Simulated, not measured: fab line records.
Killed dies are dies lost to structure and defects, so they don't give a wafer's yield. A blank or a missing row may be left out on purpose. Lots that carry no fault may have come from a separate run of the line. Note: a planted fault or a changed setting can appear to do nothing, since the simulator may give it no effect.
Matching of chambers + flow n5-finfet + rie-diel-03 running N5_BEOL_M13_ETCH_67: 4 sister chambers
The step etches SiARC in CF4, target depth 143 nm, time 238.3 s. 18 wafers are shown with their chamber, then 9 later ones without.

EACH WAFER AND ITS CHAMBER
| wafer  | chamber | throttle-valve-pct (%) | drypump-motor-current-A (A) | showerhead-plenum-p-Torr (Torr) |
|--------|---------|------------------------|-----------------------------|---------------------------------|
| L074.1 | 0       | 15.74                  | 5.8                         | 2.18                            |
| L074.2 | 2       | 15.15                  | 6.5                         | 2.11                            |
| L074.3 | 1       | 15.95                  | 5.6                         | 2.05                            |
| L082.1 | 2       | 15.20                  | 6.6                         | 2.11                            |
| L082.4 | 0       | 15.77                  | 5.8                         | 2.18                            |
| L082.6 | 0       | 15.78                  | 5.8                         | 2.18                            |
| L084.1 | 1       | 15.99                  | 5.6                         | 2.04                            |
| L084.2 | 3       | 15.11                  | 5.5                         | 2.27                            |
| L084.3 | 2       | 15.19                  | 6.6                         | 2.10                            |
| L084.4 | 0       | 15.79                  | 5.9                         | 2.17                            |
| L084.5 | 0       | 15.80                  | 5.8                         | 2.17                            |
| L084.6 | 1       | 15.97                  | 5.6                         | 2.04                            |
| L085.1 | 0       | 15.81                  | 5.8                         | 2.17                            |
| L085.2 | 3       | 15.12                  | 5.5                         | 2.28                            |
| L085.3 | 2       | 15.22                  | 6.5                         | 2.10                            |
| L089.2 | 1       | 15.98                  | 5.6                         | 2.04                            |
| L089.4 | 2       | 15.21                  | 6.5                         | 2.10                            |
| L089.5 | 0       | 15.80                  | 5.8                         | 2.17                            |

SIGNATURES (averages over the wafers above)
| reading                  | chamber 0 | chamber 1 | chamber 2 | chamber 3 | scatter within a chamber |
|--------------------------|-----------|-----------|-----------|-----------|--------------------------|
| throttle-valve-pct       | 15.7843   | 15.9725   | 15.1940   | 15.1150   | 0.0227                   |
| drypump-motor-current-A  | 5.814     | 5.600     | 6.540     | 5.500     | 0.0383                   |
| showerhead-plenum-p-Torr | 2.1743    | 2.0425    | 2.1040    | 2.2750    | 0.00545                  |
Rule: a wafer's distance from a chamber is the root of the sum, over the readings, of the square of ((its reading less the chamber's mean) divided by the reading's scatter). The wafer belongs to the nearest chamber; if the next one is less than 2 further off, it can't be placed. The scatter is the square root of a quotient: the sum, over the shown wafers, of each reading's squared deviation from its chamber's mean, divided by wafers minus chambers.

WAFERS WITHOUT THEIR CHAMBER
| wafer  | throttle-valve-pct (%) | drypump-motor-current-A (A) | showerhead-plenum-p-Torr (Torr) |
|--------|------------------------|-----------------------------|---------------------------------|
| L088.3 | 15.12                  | 5.5                         | 2.27                            |
| L088.4 | 15.22                  | 6.6                         | 2.10                            |
| L088.5 | 16.00                  | 5.6                         | 2.04                            |
| L090.1 | 16.00                  | 5.6                         | 2.04                            |
| L090.2 | 15.13                  | 5.5                         | 2.27                            |
| L090.3 | 15.81                  | 5.8                         | 2.17                            |
| L096.1 | 15.25                  | 6.6                         | 2.10                            |
| L096.4 | 15.84                  | 5.8                         | 2.17                            |
| L096.6 | 15.24                  | 6.6                         | 2.10                            |

EACH ONE'S CHAMBER
| wafer  | from the rows above | in truth |
|--------|---------------------|----------|
| L088.3 | 3                   | 3        |
| L088.4 | 2                   | 2        |
| L088.5 | 1                   | 1        |
| L090.1 | 1                   | 1        |
| L090.2 | 3                   | 3        |
| L090.3 | 0                   | 0        |
| L096.1 | 2                   | 2        |
| L096.4 | 0                   | 0        |
| L096.6 | 2                   | 2        |
9 of 9 placed correctly. From these rows, 0 cannot be placed. Placed wrongly: 0.
